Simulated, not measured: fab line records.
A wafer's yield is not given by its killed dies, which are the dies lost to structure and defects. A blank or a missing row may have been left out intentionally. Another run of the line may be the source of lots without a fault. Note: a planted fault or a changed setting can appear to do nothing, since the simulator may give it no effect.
Split-lot trial || flow n5-finfet || route with 1938 steps; 7 lots, 21 wafers read

ON THE SPLIT
At N5_BEOL_M9_TRENCH_ETCH_37 (etches SiCOH lowk in C4F6/O2, target depth 151.43 nm, time 49 s), the setting source-w was moved away from the recipe's 345 W on 6 of the 21 wafers read, by -14.2% to +10.7%. This setting was run at the recipe's value on the other wafers.

The split's own step is where the reading is taken.

THE READING
rf-vpp-V, in V, at N5_BEOL_M9_TRENCH_ETCH_37 (etches SiCOH lowk in C4F6/O2, target depth 151.43 nm, time 49 s). On this fab line, fault-free wafers typically give 663 V with a standard deviation of 5.8 V.

{"wafer": "L074.3", "tool, chamber at the split": "rie-diel-06, 2", "source-w as run, W": 345, "against the recipe": "recipe", "rf-vpp-V, V": 656, "against lot-mates on the recipe": "-"}
{"wafer": "L074.4", "tool, chamber at the split": "rie-diel-06, 0", "source-w as run, W": 345, "against the recipe": "recipe", "rf-vpp-V, V": 663, "against lot-mates on the recipe": "-"}
{"wafer": "L074.5", "tool, chamber at the split": "rie-diel-06, 1", "source-w as run, W": 345, "against the recipe": "recipe", "rf-vpp-V, V": 668, "against lot-mates on the recipe": "-"}
{"wafer": "L075.1", "tool, chamber at the split": "rie-diel-06, 3", "source-w as run, W": 381.9, "against the recipe": "+10.7%", "rf-vpp-V, V": 639, "against lot-mates on the recipe": -29}
{"wafer": "L075.2", "tool, chamber at the split": "rie-diel-06, 0", "source-w as run, W": 381.9, "against the recipe": "+10.7%", "rf-vpp-V, V": 629, "against lot-mates on the recipe": -39}
{"wafer": "L075.3", "tool, chamber at the split": "rie-diel-06, 1", "source-w as run, W": 345, "against the recipe": "recipe", "rf-vpp-V, V": 668, "against lot-mates on the recipe": "-"}
{"wafer": "L082.2", "tool, chamber at the split": "rie-diel-05, 1", "source-w as run, W": 345, "against the recipe": "recipe", "rf-vpp-V, V": 653, "against lot-mates on the recipe": "-"}
{"wafer": "L082.4", "tool, chamber at the split": "rie-diel-05, 3", "source-w as run, W": 345, "against the recipe": "recipe", "rf-vpp-V, V": 666, "against lot-mates on the recipe": "-"}
{"wafer": "L082.6", "tool, chamber at the split": "rie-diel-05, 0", "source-w as run, W": 345, "against the recipe": "recipe", "rf-vpp-V, V": 664, "against lot-mates on the recipe": "-"}
{"wafer": "L089.1", "tool, chamber at the split": "rie-diel-05, 0", "source-w as run, W": 315.9, "against the recipe": "-8.4%", "rf-vpp-V, V": 695, "against lot-mates on the recipe": "+42"}
{"wafer": "L089.3", "tool, chamber at the split": "rie-diel-05, 1", "source-w as run, W": 345, "against the recipe": "recipe", "rf-vpp-V, V": 653, "against lot-mates on the recipe": "-"}
{"wafer": "L089.4", "tool, chamber at the split": "rie-diel-05, 2", "source-w as run, W": 315.9, "against the recipe": "-8.4%", "rf-vpp-V, V": 695, "against lot-mates on the recipe": "+42"}
{"wafer": "L094.2", "tool, chamber at the split": "rie-diel-06, 1", "source-w as run, W": 345, "against the recipe": "recipe", "rf-vpp-V, V": 667, "against lot-mates on the recipe": "-"}
{"wafer": "L094.3", "tool, chamber at the split": "rie-diel-06, 0", "source-w as run, W": 345, "against the recipe": "recipe", "rf-vpp-V, V": 663, "against lot-mates on the recipe": "-"}
{"wafer": "L094.4", "tool, chamber at the split": "rie-diel-06, 3", "source-w as run, W": 345, "against the recipe": "recipe", "rf-vpp-V, V": 671, "against lot-mates on the recipe": "-"}
{"wafer": "L093.3", "tool, chamber at the split": "rie-diel-05, 0", "source-w as run, W": 345, "against the recipe": "recipe", "rf-vpp-V, V": 665, "against lot-mates on the recipe": "-"}
{"wafer": "L093.4", "tool, chamber at the split": "rie-diel-05, 0", "source-w as run, W": 345, "against the recipe": "recipe", "rf-vpp-V, V": 665, "against lot-mates on the recipe": "-"}
{"wafer": "L093.6", "tool, chamber at the split": "rie-diel-05, 1", "source-w as run, W": 345, "against the recipe": "recipe", "rf-vpp-V, V": 654, "against lot-mates on the recipe": "-"}
{"wafer": "L096.2", "tool, chamber at the split": "rie-diel-06, 3", "source-w as run, W": 345, "against the recipe": "recipe", "rf-vpp-V, V": 671, "against lot-mates on the recipe": "-"}
{"wafer": "L096.4", "tool, chamber at the split": "rie-diel-06, 2", "source-w as run, W": 296, "against the recipe": "-14.2%", "rf-vpp-V, V": 710, "against lot-mates on the recipe": "+39"}
{"wafer": "L096.5", "tool, chamber at the split": "rie-diel-06, 1", "source-w as run, W": 296, "against the recipe": "-14.2%", "rf-vpp-V, V": 720, "against lot-mates on the recipe": "+49"}

FIT RESULTS
A straight line over all 21 wafers: rf-vpp-V changes by -3.36 V for each +1% of source-w; r = -0.96; the points scatter about the line by 6.3 V.
The same after taking each lot's own level away (the mean of its wafers on the recipe; 21 wafers): -3.44 V for each +1%; r = -0.96; scatter 6.3 V.
That fit puts the effect of the largest move of source-w on the reading at 49 V.
From 653.0 to 671.0 V: that is the span of the lots' own levels, equal to 3.1 times the standard deviation above.
The two slopes agree, so the slope changes little with the lot-to-lot level.
Check: for one of the wafers moved furthest among these (-14.2%), held out of the fit, the line's prediction against its lot-mates is +54 V. Against them it came out at +39 V.
Tool readings at the split's step, against how far the setting was moved: rf-vpp-V r = -0.96.

ADDITIONAL SPLITS CARRIED BY THESE WAFERS
Before the reading, these wafers also passed through other splits. Each is held against what the fit with the lots' levels taken away leaves over:
{"other split on the same wafers": "N5_BEOL_M9_ILD_DEP_00 time-s", "wafers away from the commonest value": 8, "r with rf-vpp-V (lot level and that fit taken away)": "+0.25"}

THE WHOLE CHAIN: every reading that the file lists as answering this split, in the file's order
{"step": "N5_BEOL_M9_TRENCH_ETCH_37", "what it does": "etches SiCOH lowk in C4F6/O2, target depth 151.43 nm, time 49 s", "reading": "rf-vpp-V", "change (the file's fit)": "-3.45 V for each +1% of the setting", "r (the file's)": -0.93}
{"step": "N5_BEOL_M9_TRENCH_ETCH_37", "what it does": "etches SiCOH lowk in C4F6/O2, target depth 151.43 nm, time 49 s", "reading": "BEOL_M9.feature-depth-nm (the simulator's own value, which no gauge read)", "change (the file's fit)": "+0.668 nm for each +1% of the setting", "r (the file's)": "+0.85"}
{"step": "N5_BEOL_M9_TRENCH_ETCH_37", "what it does": "etches SiCOH lowk in C4F6/O2, target depth 151.43 nm, time 49 s", "reading": "etch.depth-nm (the simulator's own value, which no gauge read)", "change (the file's fit)": "+0.671 nm for each +1% of the setting", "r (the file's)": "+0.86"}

THE FILE'S OWN FIT
rf-vpp-V changes by -3.45 V for each +1% of source-w, r = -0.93.
